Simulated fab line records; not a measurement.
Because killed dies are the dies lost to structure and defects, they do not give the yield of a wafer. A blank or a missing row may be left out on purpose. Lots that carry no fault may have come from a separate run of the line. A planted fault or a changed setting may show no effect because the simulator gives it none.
Comparing a struck lot with a sound one || flow nand-harc || 14 out of 1302 route steps
Sound: these wafers, L438.1, L438.4, L438.6. Wafers struck: L451.1, L451.2, L451.4. The cause is given at the end.
Order at every step that has rows: each side's tool, ch and its chambers, its first start. Under that, the readings that differ: sound wafers || struck wafers || difference of the means || sigmas: that difference in standard deviations of wafers without a fault.
alike: words and numbers the same on both sides, and readings whose means are apart by under 2 such deviations; not compared: readings that were withheld, readings missing a value for some wafer, numbers with overlapping values and no deviation given by the record, and bounds like >300 which may hide the same value.
The two part at a step that has a row with sigmas, a row that says differs or no value, or rows on one side only. Numbers that have no deviation but don't overlap get no sigmas and don't part them. A reading that every wafer of one side lacks parts them only if that side has two wafers or more.

NHARC_A_CHANNEL_FILL_D2_ALD_03: deposits SiNx, target thk 6 nm, pulse time 60 s, ald cycles 58.
  sound: ald-sin-batch-03 ch 0; struck: ald-sin-batch-01 ch 0
  alike: precursor-pulse-height-rel
NHARC_A_CHANNEL_FILL_D2_ALD_14: deposits SiO2, target thk 2.5 nm, pulse time 10 s, ald cycles 25.
  sound on ald-hk-02 ch 1,2,3, day 14 22:47; struck on ald-hk-01 ch 0,2,3, day 19 18:03
  alike: heater-power-w, precursor-pulse-height-rel
then, 1 step without rows for these wafers: NHARC_A_CHANNEL_FILL_D2_ALD_15 (deposits SiNx, target thk 2 nm, pulse time 60 s, ald cycles 19).
NHARC_A_CHANNEL_FILL_D2_ALD_16: deposits SiO2, target thk 1.5 nm, pulse time 10 s, ald cycles 15.
  sound on ald-hk-02 ch 1,2,3, day 15 03:52; struck on ald-hk-03 ch 0,1,3, day 19 23:23
  alike: heater-power-w, precursor-pulse-height-rel
then, 3 steps without rows for these wafers: NHARC_A_CHANNEL_FILL_D2_ANNEAL_17 (time 1800 s); NHARC_A_CHANNEL_FILL_D2_CVD_18 (deposits poly-Si, target thk 3 nm); NHARC_A_CHANNEL_FILL_D2_ETCHBACK_19 (etches the open film in HBr/Cl2, target depth 5 nm, time 1.7 s).
NHARC_A_CHANNEL_FILL_D2_ETCHBACK_20: etches the open film in C4F8/O2/Ar, target depth 27 nm, time 13.5 s.
  sound on rie-diel-05 ch 0,2, day 15 15:44; struck on rie-diel-12 ch 0,2,3, day 20 11:04
  alike: oes-product-au, rf-vpp-V
  not compared: rf-hours-counter-h
NHARC_A_CHANNEL_FILL_D2_STRIP_28: strips in O2, time 20 s.
  sound on rie-diel-05 ch 2,3, day 15 15:57; struck on rie-diel-12 ch 0,1,2, day 20 11:10
  alike: drypump-motor-current-A, oes-product-au, rf-vpp-V, showerhead-plenum-p-Torr, throttle-valve-pct
  not compared: rf-hours-counter-h
then, 3 steps without rows for these wafers: NHARC_A_CHANNEL_FILL_D2_PRECLEAN_21 (cleans in dHF, time 30 s); NHARC_A_CHANNEL_FILL_D2_SRD_23; NHARC_A_CHANNEL_FILL_D2_CVD_05 (deposits poly-Si, target thk 5 nm).
NHARC_A_CHANNEL_FILL_D2_ANNEAL_22: time 7200 s.
  sound on furnace-08 ch 0, day 15 23:37; struck on furnace-02 ch 0, day 20 19:19
{"reading": "spike-tc-centre-C (C)", "sound": "622.7 620.2 620.4", "struck": "607.3 606.8 607.8", "difference": -13.8, "sigmas": -14}
{"reading": "spike-tc-lower-C (C)", "sound": "620.7 621.3 619.4", "struck": "607.7 606.0 607.6", "difference": -13.4, "sigmas": -13}
{"reading": "spike-tc-top-C (C)", "sound": "637.7 638.4 635.8", "struck": "627.0 625.9 625.3", "difference": -11.2, "sigmas": -4}
{"reading": "spike-tc-upper-C (C)", "sound": "620.3 620.0 620.6", "struck": "609.3 607.3 607.2", "difference": -12.4, "sigmas": -11}
{"reading": "tube-center-temp-C (C)", "sound": "619.94 619.93 619.88", "struck": "606.59 606.63 606.57", "difference": -13.32, "sigmas": "-99 or more"}
{"reading": "tube_center_temp_C_max", "sound": "621.70 621.64 621.53", "struck": "607.99 607.91 608.09", "difference": -13.63, "sigmas": -50}
{"reading": "zone-power-centre-pct (%)", "sound": "9.2 9.2 9.3", "struck": "8.0 7.9 7.9", "difference": -1.3, "sigmas": -2}
{"reading": "zone-power-upper-pct (%)", "sound": "9.7 9.8 9.7", "struck": "8.5 8.6 8.7", "difference": -1.1, "sigmas": -2}
NHARC_END_SORT_01:
  the record has rows for the sound wafers here (prober-01 ch 0, day 25 11:58) and none for the struck ones

WHERE THEY PART
At NHARC_A_CHANNEL_FILL_D2_ANNEAL_22 first; at NHARC_END_SORT_01 last (within this record only).

WHY: what had been put in by the simulator
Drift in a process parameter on furnace-02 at NHARC_A_CHANNEL_FILL_D2_ANNEAL_22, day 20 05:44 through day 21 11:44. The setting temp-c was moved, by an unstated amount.
